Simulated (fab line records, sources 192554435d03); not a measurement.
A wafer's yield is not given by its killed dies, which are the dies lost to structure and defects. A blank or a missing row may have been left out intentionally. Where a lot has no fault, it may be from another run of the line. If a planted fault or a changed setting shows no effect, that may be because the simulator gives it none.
Split-lot experiment    flow n5-finfet    7 lots, 21 wafers read, on a route of 1938 steps

## SPLIT DETAILS
At N5_BEOL_M14_EXPOSE_25 (exposes mask M14, target cd 280 nm), the setting dose-mj was moved away from the recipe's 26.6 on 7 of the 21 wafers read, by -7.0% to +7.3%. All remaining wafers had this setting at the recipe value.

## FROM THE SPLIT TO THE READING: what the file shows between them, 2 steps
- N5_BEOL_M14_DEVELOP_27: develop time 45 s (also split here: develop-time-s)
- N5_BEOL_M14_HARDBAKE_32: time 120 s

## THE READING
At N5_BEOL_M14_CD_MEAS_28: cd-nm in nanometres, against a target cd of 284.4 nm. Typical for fault-free wafers on this fab line: 284.7 nm, with standard deviation 1.3 nm.

wafer   tool, chamber at the split  dose-mj as run  against the recipe  cd-nm, nm  against lot-mates on the recipe
L075.1  krf-scanner-02, 0           28.24           +6.2%               294.3      +9.8
L075.2  krf-scanner-02, 0           26.6            recipe              284.5      -
L075.3  krf-scanner-02, 0           28.24           +6.2%               292.4      +7.9
L076.2  krf-scanner-01, 0           26.6            recipe              283.3      -
L076.4  krf-scanner-01, 0           26.6            recipe              283.7      -
L076.6  krf-scanner-01, 0           24.78           -6.8%               270.3      -13.2
L081.2  krf-scanner-01, 0           26.6            recipe              288.8      -
L081.3  krf-scanner-01, 0           26.6            recipe              287.1      -
L081.6  krf-scanner-01, 0           26.6            recipe              285.0      -
L086.1  krf-scanner-01, 0           26.6            recipe              283.2      -
L086.3  krf-scanner-01, 0           27.89           +4.8%               290.3      +6.6
L086.5  krf-scanner-01, 0           26.6            recipe              284.2      -
L087.3  krf-scanner-01, 0           28.55           +7.3%               299.1      +12.4
L087.4  krf-scanner-01, 0           26.6            recipe              286.9      -
L087.5  krf-scanner-01, 0           26.6            recipe              286.6      -
L091.2  krf-scanner-01, 0           26.6            recipe              285.1      -
L091.3  krf-scanner-01, 0           24.73           -7.0%               273.6      -11.6
L091.4  krf-scanner-01, 0           26.6            recipe              285.4      -
L092.1  krf-scanner-02, 0           26.6            recipe              284.7      -
L092.4  krf-scanner-02, 0           26.6            recipe              284.3      -
L092.6  krf-scanner-02, 0           24.77           -6.9%               272.4      -12.1

THE FIT
A straight line over all 21 wafers: cd-nm changes by +1.69 nm for each +1% of dose-mj; r = +0.96; the points scatter about the line by 1.9 nm.
The same after taking each lot's own level away (the mean of its wafers on the recipe; 21 wafers): +1.64 nm for each +1%; r = +0.99; scatter 0.96 nm.
That fit puts the effect of the largest move of dose-mj on the reading at 12 nm.
The lots' own levels span 283.50 to 286.97 nm, that is 2.7 times the standard deviation above.
So the lot-to-lot level changes the slope little: the two slopes agree.
Check: for one of the wafers moved furthest among these (+7.3%), held out of the fit, the line's prediction against its lot-mates is +11.6 nm. Against them it came out at +12.4 nm.

## FURTHER SPLITS ON THESE WAFERS
Before the reading, these wafers also passed through other splits. Each is held against what the fit with the lots' levels taken away leaves over:
other split on the same wafers         wafers away from the commonest value  r with cd-nm (lot level and that fit taken away)
N5_BEOL_M10_PEB_26 peb-time-s          9                                     +0.04
N5_BEOL_M11_ETCH_66 time-s             7                                     +0.13
N5_BEOL_M11_TRENCH_ETCH_37 bias-w      8                                     +0.31
N5_BEOL_M12_COAT_65 spin-rpm           4                                     +0.18
N5_BEOL_M13_ETCH_59 time-s             5                                     +0.05
N5_BEOL_M13_EXPOSE_25 dose-mj          10                                    +0.16
N5_BEOL_M14_DEVELOP_27 develop-time-s  7                                     +0.21

## THE WHOLE CHAIN: every reading that the file lists as answering this split, in the file's order
step                    what it does                     reading                                                          change (the file's fit)               r (the file's)
N5_BEOL_M14_CD_MEAS_28  target cd 284.4 nm               cd-nm                                                            +1.67 nm for each +1% of the setting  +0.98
N5_BEOL_M14_DESCUM_33   chemistry O2, time 7.9 s         BEOL_M14.cd-nm (the simulator's own value, which no gauge read)  +1.65 nm for each +1% of the setting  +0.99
N5_BEOL_M14_ETCH_68     etches SOC in N2/H2, time 450 s  BEOL_M14.cd-nm (the simulator's own value, which no gauge read)  +1.73 nm for each +1% of the setting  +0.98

## THE FILE'S OWN FIT
cd-nm changes by +1.67 nm for each +1% of dose-mj, r = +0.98.
